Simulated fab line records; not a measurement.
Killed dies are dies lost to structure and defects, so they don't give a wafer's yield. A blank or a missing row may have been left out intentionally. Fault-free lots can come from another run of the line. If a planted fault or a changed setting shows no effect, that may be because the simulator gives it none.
Split-lot trial -- flow n5Finfet -- route with 1938 steps; 7 lots, 39 wafers read

## ABOUT THE SPLIT
At N5_BEOL_M11_ILD_DEP_00 (deposits SiCOH lowk from DEMS/porogen, target thk 308.51 nm, time 58 s), the setting targetThkA was moved away from the recipe's 3085.1 angstrom on 18 of the 39 wafers read, by -35.7% to +38.0%. This setting was run at the recipe's value on the other wafers.

## THE PATH FROM SPLIT TO READING: the file shows 1 step between them
- N5_BEOL_M11_CURE_71: cures SiCOH lowk, time 240 s

## THE READING
M11_ILD_THK at N5_BEOL_M11_THK_MEAS_01, in nm. A value of 267 nm with a standard deviation of 3.3 nm is what fault-free wafers of this fab line usually give.

wafer,"tool, chamber at the split","targetThkA as run, angstrom",against the recipe,"M11_ILD_THK, nm",against lot-mates on the recipe
L082.1,"pecvd-02, 0",3085.1,recipe,265,-
L082.2,"pecvd-02, 1",2096,-32.1%,180,-87
L082.3,"pecvd-02, 2",3085.1,recipe,264,-
L082.4,"pecvd-02, 1",3085.1,recipe,272,-
L082.5,"pecvd-02, 0",2096,-32.1%,180,-87
L082.6,"pecvd-02, 2",2096,-32.1%,181,-86
L084.1,"pecvd-03, 2",4039,+30.9%,351,+81
L084.2,"pecvd-03, 1",3085.1,recipe,265,-
L084.3,"pecvd-03, 0",4039,+30.9%,349,+79
L084.4,"pecvd-03, 2",3085.1,recipe,273,-
L084.5,"pecvd-03, 1",3085.1,recipe,272,-
L084.6,"pecvd-03, 0",4039,+30.9%,354,+84
L086.1,"pecvd-04, 2",3715,+20.4%,321,+54
L086.2,"pecvd-04, 1",3715,+20.4%,320,+53
L086.3,"pecvd-04, 0",3085.1,recipe,264,-
L086.4,"pecvd-04, 0",3715,+20.4%,326,+59
L086.5,"pecvd-04, 1",3085.1,recipe,269,-
L086.6,"pecvd-04, 2",3085.1,recipe,267,-
L087.1,"pecvd-04, 1",3085.1,recipe,267,-
L087.2,"pecvd-04, 0",4082,+32.3%,355,+85
L087.3,"pecvd-04, 2",4082,+32.3%,357,+87
L087.4,"pecvd-04, 2",3085.1,recipe,273,-
L087.5,"pecvd-04, 1",4082,+32.3%,365,+95
L087.6,"pecvd-04, 0",3085.1,recipe,271,-
L091.1,"pecvd-02, 0",3085.1,recipe,266,-
L091.2,"pecvd-02, 2",4258,+38.0%,368,+99
L091.3,"pecvd-02, 2",4258,+38.0%,375,+106
L091.4,"pecvd-02, 0",4258,+38.0%,373,+104
L091.5,"pecvd-02, 0",3085.1,recipe,270,-
L091.6,"pecvd-02, 2",3085.1,recipe,270,-
L093.1,"pecvd-03, 1",3085.1,recipe,266,-
L093.2,"pecvd-03, 0",1984,-35.7%,165,-103
L093.3,"pecvd-03, 2",1984,-35.7%,170,-98
L093.4,"pecvd-03, 1",3085.1,recipe,270,-
L093.5,"pecvd-03, 0",3085.1,recipe,268,-
L093.6,"pecvd-03, 2",1984,-35.7%,174,-94
L094.3,"pecvd-04, 0",3085.1,recipe,267,-
L094.5,"pecvd-04, 1",3085.1,recipe,269,-
L094.6,"pecvd-04, 2",3085.1,recipe,272,-

FIT RESULTS
A straight line over all 39 wafers: M11_ILD_THK changes by +2.74 nm for each +1% of targetThkA; r = +1.00; the points scatter about the line by 3.2 nm.
The same after taking each lot's own level away (the mean of its wafers on the recipe; 39 wafers): +2.72 nm for each +1%; r = +1.00; scatter 3 nm.
That fit puts the effect of the largest move of targetThkA on the reading at 1e+02 nm.
Across the lots, their own levels run from 266.7 to 270.3 nm, a range of 1.1 times the standard deviation given above.
The two slopes are in agreement: the lot-to-lot level therefore moves the slope only a little.
Check: with one of the wafers moved furthest among these (+38.0%) left out of the fit, the line predicts +103 nm for it against its lot-mates. Against them it came out at +99.3 nm.

## THE OTHER SPLITS THESE WAFERS WENT THROUGH
Before the reading, these wafers also passed through other splits. Each is held against what the fit with the lots' levels taken away leaves over:
other split on the same wafers,wafers away from the commonest value,r with M11_ILD_THK (lot level and that fit taken away)
N5_BEOL_M8_HM_DEP_02 targetThkA,18,-0.16

## THE WHOLE CHAIN: every reading that the file lists as answering this split, in the file's order
step,what it does,reading,change (the file's fit),r (the file's)
N5_BEOL_M11_ILD_DEP_00,"deposits SiCOH lowk from DEMS/porogen, target thk 308.51 nm, time 58 s","SiCOH_lowk_of_BEOL_M11_ILD_DEP_00.thkNm (the simulator's own value, which no gauge read)",+3.07 nm for each +1% of the setting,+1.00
N5_BEOL_M11_CURE_71,"cures SiCOH lowk, time 240 s","SiCOH_lowk_of_BEOL_M11_ILD_DEP_00.thkNm (the simulator's own value, which no gauge read)",+2.71 nm for each +1% of the setting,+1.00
N5_BEOL_M11_THK_MEAS_01,,M11_ILD_THK,+2.72 for each +1% of the setting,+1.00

## FILE'S OWN FIT
M11_ILD_THK changes by +2.72 nm for each +1% of targetThkA, r = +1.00.
